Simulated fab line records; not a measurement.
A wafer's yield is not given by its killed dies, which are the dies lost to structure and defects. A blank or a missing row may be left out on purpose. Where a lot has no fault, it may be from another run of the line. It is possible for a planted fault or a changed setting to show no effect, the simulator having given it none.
Matching of chambers || flow n5Finfet || rieDiel-03 running N5_BEOL_M4_ETCH_77: 4 sister chambers
The step etches underlayer in N2/H2, target depth 6.5 nm, time 5.2 s. 4 wafers are shown with their chamber, then 7 later ones without.

== WAFERS PAIRED WITH THEIR CHAMBERS ==
{"wafer": "L085.4", "chamber": 1, "showerheadPlenumPTorr (Torr)": 2.62}
{"wafer": "L088.1", "chamber": 2, "showerheadPlenumPTorr (Torr)": 2.70}
{"wafer": "L088.6", "chamber": 3, "showerheadPlenumPTorr (Torr)": 2.66}
{"wafer": "L089.5", "chamber": 0, "showerheadPlenumPTorr (Torr)": 2.41}

== WAFERS WITH NO CHAMBER GIVEN ==
{"wafer": "L089.6", "showerheadPlenumPTorr (Torr)": 2.62}
{"wafer": "L096.1", "showerheadPlenumPTorr (Torr)": 2.40}
{"wafer": "L096.2", "showerheadPlenumPTorr (Torr)": 2.69}
{"wafer": "L096.4", "showerheadPlenumPTorr (Torr)": 2.61}
{"wafer": "L097.2", "showerheadPlenumPTorr (Torr)": 2.64}
{"wafer": "L097.3", "showerheadPlenumPTorr (Torr)": 2.69}
{"wafer": "L097.5", "showerheadPlenumPTorr (Torr)": 2.61}

== WHICH CHAMBER EACH WENT THROUGH ==
{"wafer": "L089.6", "from the rows above": 1, "in truth": 1}
{"wafer": "L096.1", "from the rows above": 0, "in truth": 0}
{"wafer": "L096.2", "from the rows above": "can't be placed: 2 or 3", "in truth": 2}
{"wafer": "L096.4", "from the rows above": 1, "in truth": 1}
{"wafer": "L097.2", "from the rows above": "can't be placed: 1 or 3", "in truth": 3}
{"wafer": "L097.3", "from the rows above": "can't be placed: 2 or 3", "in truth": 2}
{"wafer": "L097.5", "from the rows above": 1, "in truth": 1}
Correct placement for 4 of the 7. From these rows, 3 cannot be placed; in 3 the true chamber is one of the candidates. 0 placed wrongly.
How it was worked out, from the rows above alone: a wafer's distance from a chamber is the root of the sum, over the readings, of the square of ((its reading less the chamber's mean) divided by the reading's scatter). If the next closest chamber is less than 2 further off than the closest, the wafer can't be placed; otherwise it belongs to the closest. Each chamber's mean is taken over the wafers shown for it. The scatter: with one shown wafer a chamber, the root of the mean of the squares of how far each hidden wafer lies from its nearest shown one.
